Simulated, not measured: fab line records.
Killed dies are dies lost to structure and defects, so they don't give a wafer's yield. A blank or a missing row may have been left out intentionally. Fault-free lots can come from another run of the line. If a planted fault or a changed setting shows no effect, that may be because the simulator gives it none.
fab line records | flow n5_finfet
record: lots: 12 wafers: 33 last_day: 16
route steps=1938 shown MOL_CONTACT_COAG@606 PASSIVATION@1936
lots that met no fault: from a run of the same line without faults
start_h: start of the lot's first displayed wafer, in hours after the record's first day | wait_h: hours elapsed since this lot's preceding step | " unchanged from the row above | L1.1+2: a row that stands for several wafers | - no value, or no start given | * or withheld: withheld | < > ~ a bound
route shown NAME@n: names a module that has steps shown in the file, with the first one's number in the route | usual: mean/standard deviation of fault-free wafers | same: alike in all rows | chamber/n: place in a boat | sites: each site's reading | _std_site: standard deviation across them | _edge_site: inner sites' mean taken away from outer sites' mean | radius_mm: for every site, how far away it sits from the centre of the wafer | mask NAME#n: copy n | behind: the tool/chamber that last shaped the wafer | hold: cause of the lot's hold/its duration in hours/its outcome | device: names the non-switching transistor (n, p or np) | end of line: at the end of the route, the tests of the same wafers | a step with no rows: only its recipe | killed: the dies lost at the first sort to structure and to defects; this is not the yield of the wafer | map: per-die view of a wafer (x killed, . not killed, _ where there is no die)
set.NAME: setting as actually run; set.NAME@STEP: the setting as run at that earlier step | model.NAME: the simulator's own value behind a step, which no gauge read
route steps across a sampled set of lots; one table per step, one row per wafer
services: the hour from which a tool's chamber was out of use, counted from the record's first day as start_h (under 0 if before that day), plus the number of hours and why
== steps ==
step: N5_MOL_CONTACT_COAG_ETCH_65
recipe: chemistry: N2/H2 target: underlayer target_depth_a: 130 mask_material: CAR-EUV time_s: 10.4 ion_energy_ev: 200 pressure_mtorr: 30 source_w: 840 bias_w: 150 n2_flow_sccm: 200 h2_flow_sccm: 200 ends: cleared
usual: drypump_motor_current_A: 5.8/0.59 etch_rf_on_time_s: 10.40/0.29 oes_product_au: 0.68/0.068 rf_vpp_V: 522.4/1.9 showerhead_plenum_p_Torr: 2.50/0.06 throttle_valve_pct: 17.8/0.35
columns lot.wafer tool chamber start_h wait_h drypump_motor_current_A etch_rf_on_time_s oes_product_au rf_hours_counter_h rf_vpp_V showerhead_plenum_p_Torr throttle_valve_pct
L439.1 rie_diel-06 1 109.69 0.0 5.9 10.57 0.59 236 521.2 2.39 17.6
L439.5 " 3 " " 6.5 10.71 0.63 - 528.5 2.67 18.1
L440.4 rie_diel-05 0 111.96 0.0 6.0 10.48 0.68 107 521.7 2.47 17.7
L440.5 " 1 " " 6.4 10.11 0.81 - 521.9 2.48 17.5
L440.6 " 0 " " 6.0 10.43 0.67 - 521.4 2.47 17.7
L442.1 rie_diel-02 0 117.69 0.0 5.1 10.13 0.77 31 522.7 2.51 17.8
L442.2 " 2 " " 6.2 10.14 0.70 70 520.0 2.48 17.8
L442.4 " 3 " " 6.0 10.10 0.62 197 523.7 2.53 18.2
L445.3 rie_diel-06 1 136.68 0.0 5.9 10.66 0.58 245 518.9 2.38 17.6
L445.4 " 3 " " 6.4 10.78 0.63 161 526.9 2.67 18.2
L445.5 " 0 " " 4.9 10.19 0.62 - 519.3 2.43 18.3
L446.2 rie_diel-05 0 141.87 0.0 6.0 10.50 0.67 117 521.0 2.47 17.7
L446.3 " 2 " " 6.6 10.42 0.62 190 523.6 2.53 18.1
L446.5 " 0 " " 6.0 10.41 0.67 - 520.4 2.47 17.7
L447.3 rie_diel-06 2 146.36 0.0 6.3 10.25 0.82 13 523.4 2.49 17.7
L447.4 " 1 " " 5.9 10.59 0.59 249 519.1 2.38 17.6
L447.5 " 0 " " 4.9 10.07 0.62 - 520.3 2.43 18.3
L448.2 rie_diel-06 2 156.06 0.0 6.2 10.14 0.81 16 522.2 2.49 17.7
L448.5 " 0 " " 4.9 9.94 0.62 - 519.6 2.42 18.3
L448.6 " 2 " " 6.2 10.16 0.80 - 521.6 2.49 17.7
L449.2 rie_diel-02 3 160.72 0.0 6.0 10.23 0.62 215 522.7 2.52 18.2
L449.3 " 1 " " 5.5 10.32 0.76 29 522.8 2.48 17.2
L449.6 " 1 " " 5.5 10.42 0.75 - 522.7 2.48 17.2
L450.2 rie_diel-05 2 168.83 0.0 6.6 10.41 0.61 199 523.8 2.53 18.1
L450.5 " 3 " " 4.9 11.04 0.72 - 522.8 2.47 17.2
L450.6 " 0 " " 6.0 10.46 0.66 - 522.3 2.46 17.8
L453.1 rie_diel-02 2 185.31 0.0 6.2 10.16 0.67 93 521.2 2.47 17.9
L453.3 " 0 " " 5.1 9.99 0.75 49 523.1 2.50 17.9
L453.4 " 1 " " 5.5 10.36 0.74 38 521.9 2.47 17.3
L454.1 rie_diel-05 0 195.65 0.0 6.0 10.50 0.65 139 520.1 2.46 17.8
L454.4 " 2 " " 6.6 10.47 0.60 - 523.2 2.52 18.1
L456.3 rie_diel-02 0 202.15 0.0 5.0 9.92 0.75 55 520.1 2.50 17.9
L456.4 " 2 " " 6.3 10.13 0.67 100 520.8 2.47 17.9
step: N5_MOL_CONTACT_COAG_ETCH_48
recipe: chemistry: C4F6/O2 target_depth_a: 150 overetch_a: 45 mask_material: SOC target: SiOC bias_w: 465 pressure_mtorr: 10 time_s: 17 source_w: 335 Ar_flow_sccm: 300 C4F6_flow_sccm: 10 O2_flow_sccm: 10 ion_energy_ev: 576
usual: drypump_motor_current_A: 5.8/0.56 mfc_ar_sccm: 300.3/0.89 oes_product_au: 0.66/0.076 rf_vpp_V: 1574/23 showerhead_plenum_p_Torr: 2.80/0.085 throttle_valve_pct: 40.6/0.41
same: time_s: 17
columns lot.wafer tool chamber start_h wait_h drypump_motor_current_A mfc_ar_sccm oes_product_au rf_hours_counter_h rf_vpp_V showerhead_plenum_p_Torr throttle_valve_pct
L439.1 rie_diel-06 3 110.19 0.0 6.5 299.6 0.61 151 1569 2.95 41.0
L439.5 " 0 " " 4.9 300.0 0.60 - 1554 2.71 41.4
L440.4 rie_diel-05 2 112.51 0.0 6.6 299.6 0.62 179 1621 2.82 40.5
L440.5 " 3 " " 4.9 300.6 0.74 - 1580 2.80 40.4
L440.6 " 0 " " 6.0 299.7 0.64 - 1555 2.74 40.0
L442.1 rie_diel-05 1 118.19 0.0 6.3 299.7 0.79 30 1600 2.79 40.5
L442.2 " 2 " " 6.6 299.9 0.59 181 1621 2.82 40.5
L442.4 " 3 " " 4.9 298.5 0.76 18 1581 2.80 40.3
L445.3 rie_diel-06 2 137.46 0.0 6.3 300.7 0.77 10 1545 2.80 40.9
L445.4 " 1 " " 5.9 300.2 0.56 245 1560 2.69 40.2
L445.5 " 2 " " 6.2 300.3 0.80 - 1548 2.80 40.9
L446.2 rie_diel-06 0 143.23 0.0 4.9 299.8 0.59 198 1554 2.70 41.4
L446.3 " 2 " " 6.2 299.6 0.79 12 1545 2.80 40.9
L446.5 " 1 " " 5.9 299.0 0.57 - 1560 2.69 40.2
L447.3 rie_diel-02 0 146.87 0.0 5.0 300.7 0.75 36 1590 2.78 40.9
L447.4 " 1 " " 5.5 301.3 0.71 25 1568 2.79 40.0
L447.5 " 0 " " 5.1 299.5 0.73 - 1589 2.78 40.9
L448.2 rie_diel-05 0 156.57 0.0 6.0 299.7 0.65 121 1553 2.73 40.1
L448.5 " 0 " " 6.0 300.0 0.63 - 1554 2.73 40.0
L448.6 " 1 " " 6.4 299.9 0.73 - 1599 2.79 40.5
L449.2 rie_diel-02 3 161.60 0.0 6.0 300.3 0.60 216 1607 2.82 40.9
L449.3 " 0 " " 5.1 302.5 0.75 41 1588 2.78 40.9
L449.6 " 0 " " 5.0 302.0 0.76 - 1588 2.78 40.9
L450.2 rie_diel-02 1 169.34 0.0 5.5 299.8 0.73 33 1569 2.78 40.0
L450.5 " 0 " " 5.0 301.3 0.72 - 1588 2.78 40.9
L450.6 " 3 " " 5.9 299.9 0.59 - 1608 2.82 40.9
L453.1 rie_diel-05 2 186.47 0.0 6.6 300.1 0.59 208 1619 2.81 40.5
L453.3 " 3 " " 4.9 299.9 0.74 45 1579 2.79 40.4
L453.4 " 0 " " 6.0 300.2 0.65 - 1556 2.73 40.1
L454.1 rie_diel-06 2 196.36 0.0 6.2 300.6 0.69 35 1545 2.79 40.9
L454.4 " 1 " " 5.9 300.9 0.72 6 1585 3.03 40.4
L456.3 rie_diel-06 2 202.66 0.0 6.2 299.4 0.75 36 1546 2.79 40.9
L456.4 " 1 " " 5.9 300.3 0.79 8 1584 3.02 40.4
step: N5_MOL_CONTACT_COAG_CVD_140
recipe: material: W target_thk_a: 665 mode: selective_fill temp_c: 300 time_s: 215
usual: heater_power_w: 445/42 run_length_s: 285.4/0.47
columns lot.wafer tool chamber start_h wait_h heater_power_w run_length_s
L439.1 cvd_w-01 0 110.62 0.1 395 284.8
L439.5 " 1 " " 503 285.0
L440.4 cvd_w-01 0 113.00 0.1 392 285.2
L440.5 " 1 " " 512 284.9
L440.6 " 0 " " 386 284.8
L442.1 cvd_w-02 0 118.61 0.1 412 285.7
L442.2 " 1 " " 478 285.2
L442.4 " 0 " " 424 285.6
L445.3 cvd_w-01 0 137.97 0.1 402 285.0
L445.4 " 1 " " 501 284.7
L445.5 " 0 " " 399 284.9
L446.2 cvd_w-02 1 143.64 0.1 484 285.4
L446.3 " 0 " " 404 285.9
L446.5 " 1 " " 480 285.5
L447.3 cvd_w-02 0 147.36 0.1 407 286.0
L447.4 " 1 " " 480 285.7
L447.5 " 1 " " 478 285.0
L448.2 cvd_w-02 1 156.98 0.1 478 285.8
L448.5 " 1 " " 477 284.9
L448.6 " 0 " " 412 285.8
L449.2 cvd_w-02 1 162.01 0.1 477 285.3
L449.3 " 1 " " 481 285.1
L449.6 " 1 " " 488 284.8
L450.2 cvd_w-02 1 169.76 0.1 487 285.2
L450.5 " 0 " " 412 286.5
L450.6 " 1 " " 481 284.8
L453.1 cvd_w-02 1 186.89 0.1 484 384.4
L453.3 " 1 " " 479 284.9
L453.4 " 0 " " 420 385.5
L454.1 cvd_w-02 0 196.77 0.1 411 385.1
L454.4 " 0 " " 413 385.2
L456.3 cvd_w-02 1 203.15 0.1 479 285.0
L456.4 " 0 " " 421 385.6
step: N5_MOL_CONTACT_COAG_THK_MEAS_53
recipe: reads: SiO2_of_MOL_CONTACT_COAG_PECVD_31
usual: VIA_MOL_THK: 43.7/0.74
columns lot.wafer tool chamber start_h wait_h VIA_MOL_THK[nm]
L439.1 film_metro-01 - 111.23 - 43.8
L439.5 " - " " 44.0
L440.4 film_metro-01 - 113.54 - 44.3
L440.5 " - " " 44.2
L440.6 " - " " 44.1
L442.1 film_metro-01 - 119.22 - 43.3
L442.2 " - " " 41.9
L442.4 " - " " 42.5
L445.3 film_metro-02 - 138.70 - 42.6
L445.4 " - " " 45.5
L445.5 " - " " 43.3
L446.2 film_metro-01 - 144.26 - 42.3
L446.3 " - " " 42.9
L446.5 " - " " 44.0
L447.3 film_metro-02 - 147.90 - 43.3
L447.4 " - " " 44.0
L447.5 " - " " 44.5
L448.2 film_metro-01 - 157.60 - 42.4
L448.5 " - " " 42.9
L448.6 " - " " 43.0
L449.2 film_metro-01 - 162.63 - 43.9
L449.3 " - " " 43.1
L449.6 " - " " 44.6
L450.2 film_metro-02 - 170.41 - 42.5
L450.5 " - " " 44.0
L450.6 " - " " 43.7
L453.1 film_metro-02 - 187.50 - 43.2
L453.3 " - " " 44.7
L453.4 " - " " 45.3
L454.1 film_metro-02 - 197.38 - 44.0
L454.4 " - " " 44.9
L456.3 film_metro-02 - 203.69 - 43.5
L456.4 " - " " 43.5
step: N5_PASSIVATION_PROBE_49
usual: killed_at_M0_to_M3: 36/10 killed_at_M4_up: 13/5.5 killed_at_contacts: 12/5.6 killed_at_front_end: 42/12 killed_at_other: 4/3.2 killed_dies: 108/18 killed_on_rim: 15/4.1 killed_open: 71/13 killed_short: 34/7.8
same: gross_dies: 1180 killed_at_back_side: 0
columns lot.wafer tool chamber start_h wait_h killed_at_M0_to_M3 killed_at_M4_up killed_at_contacts killed_at_front_end killed_at_other killed_dies killed_on_rim killed_open killed_short
L439.1 prober-02 - 271.95 0.0 32 16 18 46 4 116 17 65 48
L439.5 prober-02 - 272.15 0.2 39 15 16 33 8 111 14 72 37
L440.4 prober-02 - 276.08 0.2 34 10 3 63 4 114 15 84 27
L440.5 prober-02 - 276.13 0.2 44 11 11 65 0 131 22 92 35
L440.6 prober-02 - 276.18 0.3 44 9 2 47 1 103 18 71 32
L442.1 prober-02 - 283.34 0.0 35 15 12 49 8 119 19 80 38
L442.2 prober-02 - 283.39 0.1 42 21 3 39 2 107 16 81 23
L442.4 prober-02 - 283.49 0.2 33 25 11 43 4 116 17 81 30
L446.2 prober-01 - 313.49 0.1 36 28 13 46 0 123 20 79 41
L446.3 prober-01 - 313.54 0.1 46 23 17 52 1 139 14 94 44
L446.5 prober-01 - 313.64 0.2 39 18 12 28 0 97 11 62 30
L445.3 prober-01 - 315.97 0.1 27 14 8 34 2 85 17 60 25
L445.4 prober-01 - 316.02 0.2 28 19 6 39 3 95 11 69 23
L445.5 prober-01 - 316.07 0.2 25 16 8 44 3 96 7 65 29
L447.3 prober-01 - 320.25 0.1 22 17 5 35 2 81 10 52 28
L447.4 prober-01 - 320.30 0.2 27 5 2 19 2 55 7 30 23
L447.5 prober-01 - 320.35 0.2 25 8 10 53 0 96 8 53 38
L448.2 prober-01 - 339.71 0.1 46 14 21 24 3 108 17 74 32
L448.5 prober-01 - 339.86 0.2 35 10 30 54 2 131 20 89 40
L448.6 prober-01 - 339.91 0.3 58 17 15 30 1 121 16 84 36
L449.2 prober-02 - 340.54 0.1 41 16 8 19 10 94 14 65 29
L449.3 prober-02 - 340.59 0.1 42 11 10 39 4 106 13 82 24
L449.6 prober-02 - 340.74 0.3 39 12 8 29 2 90 10 61 28
L450.2 prober-01 - 347.96 0.1 28 17 12 30 8 95 17 60 35
L450.5 prober-01 - 348.11 0.2 29 14 20 32 6 101 7 70 26
L450.6 prober-01 - 348.16 0.3 33 8 16 37 0 94 15 63 31
L453.1 prober-01 - 376.66 0.0 33 5 8 61 4 111 23 70 36
L453.3 prober-01 - 376.76 0.1 26 4 18 70 4 122 16 92 29
L453.4 prober-01 - 376.81 0.2 33 7 12 89 4 145 19 95 49
L456.3 prober-02 - 380.96 0.1 41 22 19 45 8 135 12 94 39
L456.4 prober-02 - 381.01 0.2 38 16 16 29 8 107 9 72 35
L454.1 prober-01 - 385.70 0.0 23 13 6 38 4 84 10 49 35
L454.4 prober-01 - 385.85 0.2 27 14 7 34 3 85 6 57 27
killed by level:class
L439.1 BEOL_M0_SAQP:geometric_particle:short=15 STI_FIN_REVEAL:geometric_particle:open=14 MOL_CONTACT_COAG:geometric_particle:open=12 BEOL_M4:geometric_particle:open=10 FIN_SAQP:geometric_particle:short=6 MOL_CONTACT_COAG:geometric_particle:short=5 STI_FIN_REVEAL:geometric_particle:short=4 BEOL_M1:geometric_particle:open=4
L439.5 MOL_CONTACT_COAG:geometric_particle:open=14 BEOL_M0_SAQP:geometric_particle:short=9 STI_FIN_REVEAL:geometric_particle:open=7 BEOL_M3:geometric_particle:short=7 BEOL_M0_SAQP:geometric_particle:open=6 BEOL_M4:geometric_particle:open=6 BEOL_M2:geometric_particle:open=5 GATE_CUT:geometric_particle:open=4
L440.4 STI_FIN_REVEAL:geometric_particle:open=26 FIN_SAQP:geometric_particle:short=10 FIN_SAQP:geometric_particle:open=9 BEOL_M3:geometric_particle:open=9 BEOL_M4:geometric_particle:open=7 BEOL_M2:geometric_particle:open=7 BEOL_M0_SAQP:geometric_particle:open=5 GATE_CUT:geometric_particle:short=4
L440.5 STI_FIN_REVEAL:geometric_particle:open=31 BEOL_M0_SAQP:geometric_particle:short=12 BEOL_M0_SAQP:geometric_particle:open=11 MOL_CONTACT_COAG:geometric_particle:open=10 BEOL_M3:geometric_particle:open=9 FIN_SAQP:geometric_particle:open=8 FIN_SAQP:geometric_particle:short=7 STI_FIN_REVEAL:geometric_particle:short=6
L440.6 STI_FIN_REVEAL:geometric_particle:open=19 BEOL_M1:geometric_particle:open=13 BEOL_M0_SAQP:geometric_particle:open=8 FIN_SAQP:geometric_particle:open=6 STI_FIN_REVEAL:geometric_particle:short=6 BEOL_M0_SAQP:geometric_particle:short=6 BEOL_M2:geometric_particle:open=5 FIN_SAQP:geometric_particle:short=4
L442.1 MOL_CONTACT_COAG:geometric_particle:open=12 FIN_SAQP:geometric_particle:open=10 STI_FIN_REVEAL:geometric_particle:open=9 BEOL_M0_SAQP:geometric_particle:short=6 BEOL_M2:geometric_particle:open=6 BEOL_M3:geometric_particle:open=6 FIN_SAQP:geometric_particle:short=5 BEOL_M7:geometric_particle:open=5
L442.2 BEOL_M1:geometric_particle:open=16 STI_FIN_REVEAL:geometric_particle:open=15 BEOL_M4:geometric_particle:open=11 FIN_SAQP:geometric_particle:open=8 BEOL_M0_SAQP:geometric_particle:open=7 BEOL_M2:geometric_particle:open=7 FIN_SAQP:geometric_particle:short=4 BEOL_M0_SAQP:geometric_particle:short=4
L442.4 BEOL_M2:geometric_particle:open=13 FIN_SAQP:geometric_particle:open=10 BEOL_M4:geometric_particle:open=10 STI_FIN_REVEAL:geometric_particle:open=8 MOL_CONTACT_COAG:geometric_particle:open=8 BEOL_M0_SAQP:geometric_particle:short=8 FIN_SAQP:geometric_particle:short=5 BEOL_M1:geometric_particle:open=5
L446.2 STI_FIN_REVEAL:geometric_particle:open=16 BEOL_M4:geometric_particle:open=16 MOL_CONTACT_COAG:geometric_particle:open=10 BEOL_M0_SAQP:geometric_particle:short=9 BEOL_M0_SAQP:geometric_particle:open=6 BEOL_M1:geometric_particle:open=6 BEOL_M3:geometric_particle:open=6 FIN_SAQP:geometric_particle:short=5
L446.3 BEOL_M0_SAQP:geometric_particle:short=16 MOL_CONTACT_COAG:geometric_particle:open=15 STI_FIN_REVEAL:geometric_particle:open=14 BEOL_M0_SAQP:geometric_particle:open=11 BEOL_M4:geometric_particle:open=9 GATE_CUT:geometric_particle:short=8 BEOL_M2:geometric_particle:open=7 FIN_SAQP:geometric_particle:open=6
L446.5 BEOL_M0_SAQP:geometric_particle:short=12 MOL_CONTACT_COAG:geometric_particle:open=9 BEOL_M4:geometric_particle:open=9 BEOL_M0_SAQP:geometric_particle:open=8 BEOL_M2:geometric_particle:open=7 BEOL_M3:geometric_particle:open=6 FIN_SAQP:geometric_particle:short=5 GATE_CUT:geometric_particle:open=5
L445.3 BEOL_M0_SAQP:geometric_particle:open=9 DUMMY_GATE:geometric_particle:open=8 BEOL_M0_SAQP:geometric_particle:short=7 FIN_SAQP:geometric_particle:open=6 MOL_CONTACT_COAG:geometric_particle:open=6 BEOL_M3:geometric_particle:open=5 BEOL_M2:geometric_particle:open=4 BEOL_M4:geometric_particle:open=4
L445.4 BEOL_M4:geometric_particle:open=9 FIN_SAQP:geometric_particle:open=8 BEOL_M0_SAQP:geometric_particle:open=6 FIN_SAQP:geometric_particle:short=5 DUMMY_GATE:geometric_particle:open=5 GATE_CUT:geometric_particle:open=5 BEOL_M1:geometric_particle:open=5 MOL_CONTACT_COAG:geometric_particle:open=4
L445.5 FIN_SAQP:geometric_particle:open=14 FIN_SAQP:geometric_particle:short=10 BEOL_M1:geometric_particle:open=9 MOL_CONTACT_COAG:geometric_particle:open=8 BEOL_M3:geometric_particle:open=8 DUMMY_GATE:geometric_particle:open=7 BEOL_M4:geometric_particle:open=6 STARTING-WAFER:geometric_particle:open=4
L447.3 FIN_SAQP:geometric_particle:open=10 BEOL_M0_SAQP:geometric_particle:short=8 BEOL_M4:geometric_particle:open=6 FIN_SAQP:geometric_particle:short=4 DUMMY_GATE:geometric_particle:open=4 BEOL_M5:geometric_particle:open=4 ILD0:geometric_particle:short=3 MOL_CONTACT_COAG:geometric_particle:open=3
L447.4 BEOL_M0_SAQP:geometric_particle:short=8 BEOL_M0_SAQP:geometric_particle:open=5 DUMMY_GATE:geometric_particle:open=4 FIN_SAQP:geometric_particle:open=3 BEOL_M1:geometric_particle:open=3 BEOL_M3:geometric_particle:open=3 FIN_CUT:geometric_particle:short=2 MOL_CONTACT_COAG:geometric_particle:open=2
L447.5 FIN_SAQP:geometric_particle:open=17 FIN_SAQP:geometric_particle:short=12 BEOL_M2:geometric_particle:open=9 MOL_CONTACT_COAG:geometric_particle:open=5 MOL_CONTACT_COAG:geometric_particle:short=5 GATE_CUT:geometric_particle:short=4 BEOL_M0_SAQP:geometric_particle:short=4 BEOL_M3:geometric_particle:open=4
L448.2 MOL_CONTACT_COAG:geometric_particle:open=17 BEOL_M3:geometric_particle:open=12 BEOL_M2:geometric_particle:open=10 BEOL_M1:geometric_particle:open=7 STI_FIN_REVEAL:geometric_particle:open=6 BEOL_M3:geometric_particle:short=5 STARTING-WAFER:geometric_particle:short=4 MOL_CONTACT_COAG:geometric_particle:short=4
L448.5 MOL_CONTACT_COAG:geometric_particle:open=26 STI_FIN_REVEAL:geometric_particle:open=17 FIN_SAQP:geometric_particle:short=11 BEOL_M2:geometric_particle:open=8 BEOL_M3:geometric_particle:open=8 FIN_SAQP:geometric_particle:open=7 STI_FIN_REVEAL:geometric_particle:short=4 MOL_CONTACT_COAG:geometric_particle:short=4
L448.6 BEOL_M3:geometric_particle:open=16 MOL_CONTACT_COAG:geometric_particle:open=14 BEOL_M1:geometric_particle:open=12 BEOL_M0_SAQP:geometric_particle:short=9 BEOL_M0_SAQP:geometric_particle:open=8 BEOL_M2:geometric_particle:open=7 BEOL_M4:geometric_particle:open=7 FIN_SAQP:geometric_particle:short=6
L449.2 BEOL_M2:geometric_particle:open=9 BEOL_M1:geometric_particle:open=9 BEOL_M3:geometric_particle:open=8 MOL_CONTACT_COAG:geometric_particle:open=7 BEOL_M4:geometric_particle:open=7 BEOL_M1:geometric_particle:short=5 FIN_SAQP:geometric_particle:open=4 BEOL_M2:geometric_particle:short=4
L449.3 BEOL_M2:geometric_particle:open=24 STI_FIN_REVEAL:geometric_particle:open=12 MOL_CONTACT_COAG:geometric_particle:open=8 GATE_CUT:geometric_particle:short=6 BEOL_M0_SAQP:geometric_particle:open=6 BEOL_M4:geometric_particle:open=5 BEOL_M1:geometric_particle:open=4 STARTING-WAFER:geometric_particle:open=4
L449.6 BEOL_M1:geometric_particle:open=10 BEOL_M2:geometric_particle:open=10 FIN_SAQP:geometric_particle:open=6 MOL_CONTACT_COAG:geometric_particle:open=6 BEOL_M0_SAQP:geometric_particle:short=5 BEOL_M3:geometric_particle:open=5 BEOL_M8:geometric_particle:open=5 STARTING-WAFER:geometric_particle:short=5
L450.2 BEOL_M4:geometric_particle:open=13 BEOL_M0_SAQP:geometric_particle:short=11 MOL_CONTACT_COAG:geometric_particle:open=10 STI_FIN_REVEAL:geometric_particle:open=8 DUMMY_GATE:geometric_particle:open=7 BEOL_M0_SAQP:geometric_particle:open=6 FIN_SAQP:geometric_particle:short=5 BEOL_M1:geometric_particle:open=4
L450.5 MOL_CONTACT_COAG:geometric_particle:open=13 STI_FIN_REVEAL:geometric_particle:open=10 BEOL_M1:geometric_particle:open=10 DUMMY_GATE:geometric_particle:open=7 MOL_CONTACT_COAG:geometric_particle:short=7 BEOL_M3:geometric_particle:open=5 BEOL_M0_SAQP:geometric_particle:open=4 BEOL_M0_SAQP:geometric_particle:short=4
L450.6 MOL_CONTACT_COAG:geometric_particle:open=15 BEOL_M0_SAQP:geometric_particle:short=9 STI_FIN_REVEAL:geometric_particle:open=8 BEOL_M0_SAQP:geometric_particle:open=8 DUMMY_GATE:geometric_particle:short=6 BEOL_M1:geometric_particle:open=6 DUMMY_GATE:geometric_particle:open=5 BEOL_M3:geometric_particle:open=5
L453.1 FIN_SAQP:geometric_particle:open=19 STI_FIN_REVEAL:geometric_particle:open=15 BEOL_M0_SAQP:geometric_particle:short=12 MOL_CONTACT_COAG:geometric_particle:open=8 FIN_SAQP:geometric_particle:short=7 BEOL_M0_SAQP:geometric_particle:open=7 HKMG_FIN:area_etch=5 BEOL_M1:geometric_particle:open=4
L453.3 FIN_SAQP:geometric_particle:open=33 MOL_CONTACT_COAG:geometric_particle:open=16 FIN_SAQP:geometric_particle:short=12 STI_FIN_REVEAL:geometric_particle:open=7 BEOL_M0_SAQP:geometric_particle:short=6 GATE_CUT:geometric_particle:open=5 BEOL_M1:geometric_particle:open=5 BEOL_M3:geometric_particle:open=5
L453.4 FIN_SAQP:geometric_particle:open=23 STI_FIN_REVEAL:geometric_particle:open=20 FIN_SAQP:geometric_particle:short=17 BEOL_M3:geometric_particle:open=10 MOL_CONTACT_COAG:geometric_particle:open=9 BEOL_M0_SAQP:geometric_particle:open=6 STI_FIN_REVEAL:geometric_particle:short=5 BEOL_M0_SAQP:geometric_particle:short=5
L456.3 STI_FIN_REVEAL:geometric_particle:open=25 MOL_CONTACT_COAG:geometric_particle:open=14 BEOL_M0_SAQP:geometric_particle:short=9 BEOL_M0_SAQP:geometric_particle:open=9 BEOL_M4:geometric_particle:open=9 BEOL_M3:geometric_particle:open=7 MOL_CONTACT_COAG:geometric_particle:short=5 GATE_CUT:geometric_particle:short=4
L456.4 MOL_CONTACT_COAG:geometric_particle:open=15 STI_FIN_REVEAL:geometric_particle:open=12 BEOL_M0_SAQP:geometric_particle:short=11 BEOL_M4:geometric_particle:open=8 STI_FIN_REVEAL:geometric_particle:short=7 BEOL_M3:geometric_particle:open=6 BEOL_M0:geometric_particle:open=5 BEOL_M1:geometric_particle:open=4
L454.1 STI_FIN_REVEAL:geometric_particle:open=11 FIN_SAQP:geometric_particle:short=8 MOL_CONTACT_COAG:geometric_particle:open=6 BEOL_M3:geometric_particle:open=6 FIN_SAQP:geometric_particle:open=5 BEOL_M0_SAQP:geometric_particle:short=5 BEOL_M2:geometric_particle:short=4 BEOL_M4:geometric_particle:open=4
L454.4 BEOL_M3:geometric_particle:open=9 DUMMY_GATE:geometric_particle:open=6 MOL_CONTACT_COAG:geometric_particle:open=6 BEOL_M2:geometric_particle:open=5 BEOL_M4:geometric_particle:open=5 STI_FIN_REVEAL:geometric_particle:open=4 GATE_CUT:geometric_particle:short=4 BEOL_M0_SAQP:geometric_particle:short=4
== services ==
columns tool chamber start_h hours kind
rie_diel-06 2 89.66 4.8 repair
rie_diel-02 0 126.72 16.1 repair
rie_diel-06 1 151.02 - clean
rie_diel-06 1 151.02 - consumable_replace:focus_ring
rie_diel-06 1 151.02 - consumable_replace:showerhead
rie_diel-06 1 151.02 25.5 scheduled_down
rie_diel-06 1 151.02 25.5 vent_cycle
cvd_w-01 1 154.26 1.2 repair
rie_diel-05 1 162.15 36.3 repair
rie_diel-06 2 197.89 1.5 repair
rie_diel-02 1 198.27 1.6 repair
== key ==
first_sign: step: N5_MOL_CONTACT_COAG_CVD_140 reading: run_length_s direction: up sigmas: 99+ usual: * struck: *
effect none on later readings
met_at N5_MOL_CONTACT_COAG_CVD_140
struck_lots L453,L454,L456
struck_wafers L453.1,L453.4,L454.1,L454.4,L456.4
tester_left_out L453,L454,L456
not_acting_at N5_MOL_CONTACT_COAG_ETCH_65,N5_MOL_CONTACT_COAG_ETCH_48,N5_MOL_CONTACT_COAG_THK_MEAS_53
onset_between 169.76 186.89
fault: kind: process_parameter_drift tool: cvd_w-02 chamber: - onset_h: 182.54 steps: N5_MOL_CONTACT_COAG_CVD_140 channel: time_s offset: * shape: step end_h: 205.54 scope: struck_wafers_only acts_in: * stated: *
tester_left_out: of these lots the tester's yield and bins aren't shown, on N5 and GAA mostly nor the transistor test; their killed dies are dies lost to structure and defects alone, not to doping, threshold or leakage, so they don't give the yield
